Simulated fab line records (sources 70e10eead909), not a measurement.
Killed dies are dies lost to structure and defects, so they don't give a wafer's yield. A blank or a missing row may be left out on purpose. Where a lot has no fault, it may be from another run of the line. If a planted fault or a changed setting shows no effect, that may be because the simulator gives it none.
A lot that was struck, set against a sound lot + flow nandHarc + 35 out of 1159 route steps
Sound: the wafers L701.1, L701.3, L701.4. Struck: wafers L721.1, L721.5. (L721.4 of the same lot was not struck and is left out.) The cause comes at the end.
Per side, at each step with rows, come the tool, then ch with its chambers, and then its first start. Under that, the readings that differ: sound wafers + struck wafers + difference of the means + sigmas: that difference in standard deviations of wafers without a fault.
alike: same words and numbers on both sides, and readings whose means sit less than 2 such deviations apart. not compared: any withheld reading, any reading some wafer has no value for, any bound like >300 that may hide the same value, and any number with overlapping values for which the record gives no deviation.
Wherever a step has rows on one side only, a row that says differs or no value, or a row with sigmas, the two part there. Numbers that don't overlap but have no deviation are shown without sigmas and don't part them. A reading that every wafer of one side lacks parts them only if that side has two wafers or more.

first, 2 steps without rows for these wafers: NHARC_A_SLIT_PRECLEAN_19 (cleans in SC1); NHARC_A_SLIT_SRD_20.
NHARC_A_SLIT_CD_MEAS_21:
  struck on cdSem-03, day 19 07:20; sound on cdSem-02, day 15 01:05
  alike: cdNm
then, 3 steps without rows for these wafers: NHARC_A_SIN_REMOVE_WET_00 (chemistry H3PO4, time 15300 s); NHARC_A_SIN_REMOVE_PRECLEAN_01 (cleans in SC1); NHARC_A_SIN_REMOVE_SRD_02.
NHARC_A_SIN_REMOVE_INSPECT_04:
  struck on defectInspect-02, day 19 14:41; sound on defectInspect-02, day 15 08:43
  alike: rawDefectCount
then, 2 steps without rows for these wafers: NHARC_A_WL_FILL_ALD_00 (deposits Al2O3, target thk 3 nm, pulse time 3 s, ald cycles 30); NHARC_A_WL_FILL_RTA_01 (time 5 s).
NHARC_A_WL_FILL_ALD_02: deposits TiN, target thk 2 nm, pulse time 3 s, ald cycles 100.
  sound on aldMetal-04 ch 0,1,3, day 15 09:16; struck on aldMetal-02 ch 0,2, day 19 15:25
  alike: heaterPowerW, precursorPulseHeightRel
NHARC_A_WL_FILL_CVD_03: deposits W, target thk 40 nm, time 3302 s.
  sound on cvdW-01 ch 0,1, day 15 09:43; struck on cvdW-02 ch 0, day 19 16:41
| reading          | sound       | struck  | difference | sigmas |
|------------------|-------------|---------|------------|--------|
| heaterPowerW (W) | 439 437 440 | 482 483 | +44        | +2     |
  alike: mfcWf6Sccm, throttleValvePct
NHARC_A_WL_FILL_ETCHBACK_04: etches the open film in NF3, target depth 60 nm, time 120 s.
  sound on rieMetal-03 ch 0,1, day 15 13:03; struck on rieMetal-03 ch 0, day 19 19:34
  alike: chamberPressureMTorr, drypumpMotorCurrentA, oesProductAu
  not compared: rfHoursCounterH
then, 16 steps without rows for these wafers: NHARC_A_WL_FILL_ETCHBACK_05 (etches the open film in Cl2/BCl3, target depth 22 nm, time 60 s); NHARC_A_WL_FILL_STRIP_27 (strips in N2/H2, time 20 s); NHARC_A_WL_FILL_STRIP_28 (strips in post etch residue remover, time 1200 s); NHARC_A_WL_FILL_PRECLEAN_06 (cleans in DIW, time 300 s); NHARC_A_WL_FILL_SRD_07; NHARC_A_WL_FILL_ANNEAL_08 (time 1800 s); NHARC_A_WL_FILL_ALD_10 (deposits SiO2, target thk 50 nm, pulse time 10 s, ald cycles 500); NHARC_A_WL_FILL_ETCHBACK_16 (etches the open film in C4F8/O2/Ar, target depth 88 nm, time 17.6 s); NHARC_A_WL_FILL_STRIP_29 (strips in O2, time 20 s); NHARC_A_WL_FILL_ETCHBACK_17 (etches the open film in Cl2/BCl3, target depth 4 nm, time 26.7 s); NHARC_A_WL_FILL_PRECLEAN_18 (cleans in dHF, time 30 s); NHARC_A_WL_FILL_SRD_21; NHARC_A_WL_FILL_CVD_23 (deposits poly-Si, target thk 40 nm, time 800 s); NHARC_A_WL_FILL_ETCHBACK_26 (etches the open film in HBr, target depth 52 nm, time 13.3 s); NHARC_A_WL_FILL_PRECLEAN_30 (cleans in dHF, time 10 s); NHARC_A_WL_FILL_SRD_14.
NHARC_A_WL_FILL_ALD_19: deposits TiN, target thk 2 nm, pulse time 3 s, ald cycles 100.
  sound on aldMetal-01 ch 0,1,2, day 16 09:53; struck on aldMetal-02 ch 1,2, day 20 11:38
  alike: heaterPowerW, precursorPulseHeightRel
then, 1 step without rows for these wafers: NHARC_A_WL_FILL_CVD_20 (deposits W, target thk 75 nm, time 5064 s).
NHARC_A_WL_FILL_CMP_12: polishes, t overpolish 30 s, target thk 75 nm.
  sound on cmp-04 ch 0,2,3, day 16 19:17; struck on cmp-03 ch 3, day 20 16:53
  alike: motorCurrentA, overpolishRunS, timeToEndpointS
following that, these wafers have no rows for 1 step: NHARC_A_WL_FILL_SRD_31.
NHARC_A_CONTACT_DEP_24: deposits SiO2, target thk 500 nm.
  sound on pecvd-01 ch 0,1,2, day 16 19:55; struck on pecvd-04 ch 1, day 20 17:29
  alike: heaterPowerW, throttleValvePct
then, 1 step without rows for these wafers: NHARC_A_CONTACT_DEP_28 (deposits aC, target thk 3600 nm).
-- break in the record here, with 3 days between the starts of the struck wafers on either side (left off in module A_CONTACT, picked up again in module END, where the first step shown is number 1159 on the route) --
NHARC_END_SORT_01:
  sound on prober-02 ch 0, day 20 02:26; struck on prober-01 ch 0, day 23 17:27
| reading       | sound    | struck | difference | sigmas |
|---------------|----------|--------|------------|--------|
| killedAtArray | 27 19 18 | 97 93  | +74        | +7     |
| killedDies    | 30 20 24 | 99 95  | +72        | +7     |
  alike: killedAtOther, killedAtPeriphery, killedOpen, killedShort

WHERE THEY PART
At NHARC_A_WL_FILL_CVD_03 first; at NHARC_END_SORT_01 last (within this record only).

WHY: what the simulator had put in
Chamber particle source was cvdW-02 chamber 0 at NHARC_A_WL_FILL_CVD_03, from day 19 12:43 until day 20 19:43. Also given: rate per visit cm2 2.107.
